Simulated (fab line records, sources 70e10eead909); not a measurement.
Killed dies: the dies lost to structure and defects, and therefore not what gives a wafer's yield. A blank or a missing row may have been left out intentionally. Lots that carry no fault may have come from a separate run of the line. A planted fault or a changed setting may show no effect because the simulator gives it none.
What tool caused it?	flow nandHarc	14 lots with 42 wafers sampled at 4 steps, on a route of 1302 steps

== WHAT EACH GAUGE READ, for each wafer ==
NHARC_A_ZERO_WELL_INSPECT_17. Usual: rawDefectCount 11, standard deviation 5.6.
lot	measured	on	rawDefectCount	flag
L372	day 6 15:54	defectInspect-01	12 9 11	
L374	day 7 10:59	defectInspect-01	12 6 3	
L375	day 8 01:37	defectInspect-01	13 11 8	
L377	day 9 05:10	defectInspect-02	19 5 8	
L378	day 9 07:56	defectInspect-02	21 13 12	
L379	day 10 01:43	defectInspect-01	13 19 20	
L380	day 10 02:52	defectInspect-02	11 12 4	
L381	day 10 08:47	defectInspect-01	9 8 3	
L383	day 11 10:20	defectInspect-02	6 10 22	
L390	day 14 12:25	defectInspect-02	24 10 15	
L391	day 14 17:27	defectInspect-02	22 7 16	
L393	day 15 13:03	defectInspect-01	14 24 17	
L394	day 15 22:36	defectInspect-01	15 5 12	
L395	day 16 10:25	defectInspect-02	4 2 5	

NHARC_A_ONON_D1_THK_MEAS_05: measures by ellipsometry. Usual: thkNm 1000 nm, standard deviation 9.1.
lot	measured	on	thkNm (nm)	flag
L372	day 7 12:56	filmMetro-02	991 991 991	
L374	day 8 08:20	filmMetro-01	999 1000 1001	
L375	day 8 22:08	filmMetro-01	1003 1003 1003	
L377	day 10 01:46	filmMetro-02	991 988 988	
L378	day 10 07:40	filmMetro-01	996 997 995	
L379	day 11 00:23	filmMetro-01	990 988 988	
L380	day 11 00:35	filmMetro-02	998 997 998	
L381	day 11 05:55	filmMetro-02	1008 1008 1008	
L383	day 12 09:30	filmMetro-02	1010 1012 1012	
L390	day 15 09:50	filmMetro-01	999 1002 894	OFF
L391	day 15 14:53	filmMetro-01	875 980 983	OFF
L393	day 16 09:40	filmMetro-02	1010 1012 1010	
L394	day 16 23:08	filmMetro-01	1007 1008 1008	
L395	day 17 10:42	filmMetro-01	991 993 992	

== WHAT TOOL EACH LOT RAN ON (gives the tool, then ch and the chambers of the sampled wafers, and finally the start) ==
lot	NHARC_P_BONDPAD_ANNEAL_28	NHARC_A_ONON_D1_DEP_03
L372	rtpAnneal-02 ch 0, day 6 12:11	pecvdOnon-01 ch 0, day 7 12:29
L374	rtpAnneal-02 ch 0, day 7 07:22	pecvdOnon-01 ch 0, day 8 07:52
L375	rtpAnneal-01 ch 0, day 7 21:58	pecvdOnon-01 ch 0, day 8 21:41
L377	rtpAnneal-02 ch 0, day 9 01:33	pecvdOnon-01 ch 0, day 10 01:18
L378	rtpAnneal-02 ch 0, day 9 04:13	pecvdOnon-04 ch 0, day 10 07:08
L379	rtpAnneal-01 ch 0, day 9 22:10	pecvdOnon-01 ch 0, day 10 23:52
L380	rtpAnneal-01 ch 0, day 9 23:23	pecvdOnon-02 ch 0, day 11 00:08
L381	rtpAnneal-02 ch 0, day 10 05:09	pecvdOnon-02 ch 0, day 11 05:24
L383	rtpAnneal-02 ch 0, day 11 06:11	pecvdOnon-04 ch 0, day 12 08:59
L390	rtpAnneal-02 ch 0, day 14 08:55	pecvdOnon-02 ch 0, day 15 09:23
L391	rtpAnneal-02 ch 0, day 14 13:49	pecvdOnon-02 ch 0, day 15 14:22
L393	rtpAnneal-02 ch 0, day 15 09:28	pecvdOnon-04 ch 0, day 16 09:13
L394	rtpAnneal-02 ch 0, day 15 18:59	pecvdOnon-04 ch 0, day 16 22:41
L395	rtpAnneal-01 ch 0, day 16 06:58	pecvdOnon-04 ch 0, day 17 10:18
- NHARC_P_BONDPAD_ANNEAL_28: time 90 s.
- NHARC_A_ONON_D1_DEP_03: target thk 1000 nm.

== AS READ BY THE TOOLS THEMSELVES (means over the sampled wafers that have a number; for cases with no such wafer, the mark the record gives instead) ==
NHARC_P_BONDPAD_ANNEAL_28. Usual: wafer_temp_C_max 226.15, standard deviation 0.29.
lot	tool	wafer_temp_C_max	flag
L372	rtpAnneal-02	226.26	
L374	rtpAnneal-02	225.99	
L375	rtpAnneal-01	226.54	
L377	rtpAnneal-02	226.01	
L378	rtpAnneal-02	226.23	
L379	rtpAnneal-01	226.53	
L380	rtpAnneal-01	226.26	
L381	rtpAnneal-02	225.98	
L383	rtpAnneal-02	226.23	
L390	rtpAnneal-02	225.87	
L391	rtpAnneal-02	225.99	
L393	rtpAnneal-02	225.86	
L394	rtpAnneal-02	225.85	
L395	rtpAnneal-01	226.63	

== THE ANSWER, worked out from the rows above alone ==
Rule: a lot is off if the mean of its wafers that have a number lies more than 3 standard deviations from the usual mean. Also off: a lot with no number at a reading for which 4 or more lots have one. The other lots that the step has rows for count as sound. The gauges are gone through in route order, then the tools' own readings, and for those a lot's mean is taken as printed above. At the first step where some lot is off, the reading lying furthest off is the one used; lots without a number count as furthest.
Off: L390, L391 (NHARC_A_ONON_D1_THK_MEAS_05, thkNm).
A tool fits if, at a process step before that reading, it ran every lot that is off, and no sound lot after the first of them. Gauges at NHARC_A_ONON_D1_THK_MEAS_05: tried the same way as those tools. One candidate fits, namely pecvdOnon-02 at NHARC_A_ONON_D1_DEP_03. A fault onset in the window from L381 (day 11 05:24, its last sound lot) to L390 (day 15 09:23, its first lot off) fits.

== WHAT HAD BEEN PUT IN BY THE SIMULATOR ==
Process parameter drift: pecvdOnon-02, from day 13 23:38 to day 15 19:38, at NHARC_A_ONON_D1_DEP_03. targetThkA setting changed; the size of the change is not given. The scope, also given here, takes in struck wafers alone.
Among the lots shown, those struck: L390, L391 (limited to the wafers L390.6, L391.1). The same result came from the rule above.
